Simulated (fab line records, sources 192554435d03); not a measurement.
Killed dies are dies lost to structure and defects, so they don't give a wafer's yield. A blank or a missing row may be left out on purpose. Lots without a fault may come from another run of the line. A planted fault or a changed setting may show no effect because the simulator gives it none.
Split-lot experiment | flow n5_finfet | 7 lots, 39 wafers read, on a route of 1938 steps

THE SPLIT
At N5_BEOL_M11_DEP_56 (deposits SiCN from 3MS/NH3, target thk 30 nm, time 10.5 s), the setting time_s was moved away from the recipe's 10.5 s on 15 of the 39 wafers read, by -46.8% to +37.0%. The other wafers ran this setting at the recipe's value.

The reading is taken at the split's own step.

THE READING
SiCN_of_BEOL_M11_DEP_56.thk_nm (the simulator's own value, which no gauge read), in nm, at N5_BEOL_M11_DEP_56 (deposits SiCN from 3MS/NH3, target thk 30 nm, time 10.5 s). The file gives no usual value for it. The 24 wafers here that ran the recipe average 30.0 nm, standard deviation 0.39 nm.

wafer  | tool, chamber at the split | time_s as run, s | against the recipe | SiCN_of_BEOL_M11_DEP_56.thk_nm, nm | against lot-mates on the recipe
L077.1 | pecvd-02, 0                | 12.62            | +20.2%             | 35.2                               | +5.5
L077.2 | pecvd-02, 1,0              | 10.5             | recipe             | 29.4                               | -
L077.5 | pecvd-02, 1,0              | 10.5             | recipe             | 29.4                               | -
L077.3 | pecvd-02, 2                | 12.62            | +20.2%             | 35.6                               | +5.9
L077.4 | pecvd-02, 1                | 12.62            | +20.2%             | 35.8                               | +6.1
L077.6 | pecvd-02, 2                | 10.5             | recipe             | 30.2                               | -
L079.1 | pecvd-04, 1                | 10.5             | recipe             | 30                                 | -
L079.2 | pecvd-04, 2                | 12.54            | +19.4%             | 35                                 | +5.0
L079.3 | pecvd-04, 0                | 12.54            | +19.4%             | 35.2                               | +5.2
L079.4 | pecvd-04, 1                | 10.5             | recipe             | 30.4                               | -
L079.5 | pecvd-04, 2                | 10.5             | recipe             | 29.6                               | -
L079.6 | pecvd-04, 0                | 12.54            | +19.4%             | 36                                 | +6.0
L090.1 | pecvd-04, 1                | 10.5             | recipe             | 30.2                               | -
L090.2 | pecvd-04, 0                | 10.5             | recipe             | 29.8                               | -
L090.5 | pecvd-04, 2                | 10.5             | recipe             | 30.4                               | -
L092.1 | pecvd-04, 1,2              | 5.587            | -46.8%             | 16.2                               | -13.9
L092.5 | pecvd-04, 1,2              | 5.587            | -46.8%             | 16.2                               | -13.9
L092.2 | pecvd-04, 2,1              | 10.5             | recipe             | 30.2                               | -
L092.4 | pecvd-04, 2,1              | 10.5             | recipe             | 30.2                               | -
L092.3 | pecvd-04, 0                | 5.587            | -46.8%             | 15.4                               | -14.7
L092.6 | pecvd-04, 0                | 10.5             | recipe             | 29.8                               | -
L093.1 | pecvd-03, 0,1              | 10.5             | recipe             | 29.6                               | -
L093.3 | pecvd-03, 0,1              | 10.5             | recipe             | 29.6                               | -
L093.2 | pecvd-03, 2,1              | 10.5             | recipe             | 30.2                               | -
L093.6 | pecvd-03, 2,1              | 10.5             | recipe             | 30.2                               | -
L093.4 | pecvd-03, 0                | 10.5             | recipe             | 30                                 | -
L093.5 | pecvd-03, 2                | 10.5             | recipe             | 30.6                               | -
L095.1 | pecvd-04, 2                | 14.23            | +35.5%             | 40.6                               | +10.4
L095.2 | pecvd-04, 0                | 10.5             | recipe             | 29.6                               | -
L095.3 | pecvd-04, 1                | 14.23            | +35.5%             | 40.4                               | +10.2
L095.4 | pecvd-04, 1                | 10.5             | recipe             | 30.8                               | -
L095.5 | pecvd-04, 2                | 14.23            | +35.5%             | 41.2                               | +11.0
L095.6 | pecvd-04, 0                | 10.5             | recipe             | 30.2                               | -
L097.1 | pecvd-03, 1                | 10.5             | recipe             | 29.4                               | -
L097.2 | pecvd-03, 0                | 14.39            | +37.0%             | 39.8                               | +10.0
L097.3 | pecvd-03, 2                | 10.5             | recipe             | 29.6                               | -
L097.4 | pecvd-03, 1                | 14.39            | +37.0%             | 40.4                               | +10.6
L097.5 | pecvd-03, 2                | 10.5             | recipe             | 30.4                               | -
L097.6 | pecvd-03, 0                | 14.39            | +37.0%             | 40.8                               | +11.0
Where a row lists several chambers, the file gives one row for several wafers and doesn't say which wafer went through which chamber.

THE FIT
A straight line over all 39 wafers: SiCN_of_BEOL_M11_DEP_56.thk_nm changes by +0.293 nm for each +1% of time_s; r = +1.00; the points scatter about the line by 0.45 nm.
The same after taking each lot's own level away (the mean of its wafers on the recipe; 39 wafers): +0.295 nm for each +1%; r = +1.00; scatter 0.4 nm.
On that fit, the largest move of time_s shifts the reading by 14 nm.
The lots' own levels span 29.67 to 30.20 nm, that is 1.4 times the standard deviation above.
So the lot-to-lot level changes the slope little: the two slopes agree.
Check: with one of the wafers moved furthest among these (-46.8%) left out of the fit, the line predicts -13.9 nm for it against its lot-mates. It came out at -13.9 nm against them.

OTHER SPLITS ON THESE WAFERS
These wafers also went through other splits before the reading. Each is held against what the fit with the lots' levels taken away leaves over:
other split on the same wafers     | wafers away from the commonest value | r with SiCN_of_BEOL_M11_DEP_56.thk_nm (lot level and that fit taken away)
N5_DUMMY_GATE_ALD_02 target_thk_a  | 18                                   | -0.12
N5_GATE_CUT_ALD_22 ald_cycles      | 12                                   | -0.02
N5_BEOL_M0_ALD_136 ald_cycles      | 9                                    | +0.22
N5_BEOL_M4_HM_DEP_02 target_thk_a  | 15                                   | +0.22
N5_BEOL_M6_ILD_DEP_00 target_thk_a | 15                                   | +0.05

THE FILE'S OWN FIT
SiCN_of_BEOL_M11_DEP_56.thk_nm changes by +0.294 nm for each +1% of time_s, r = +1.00.
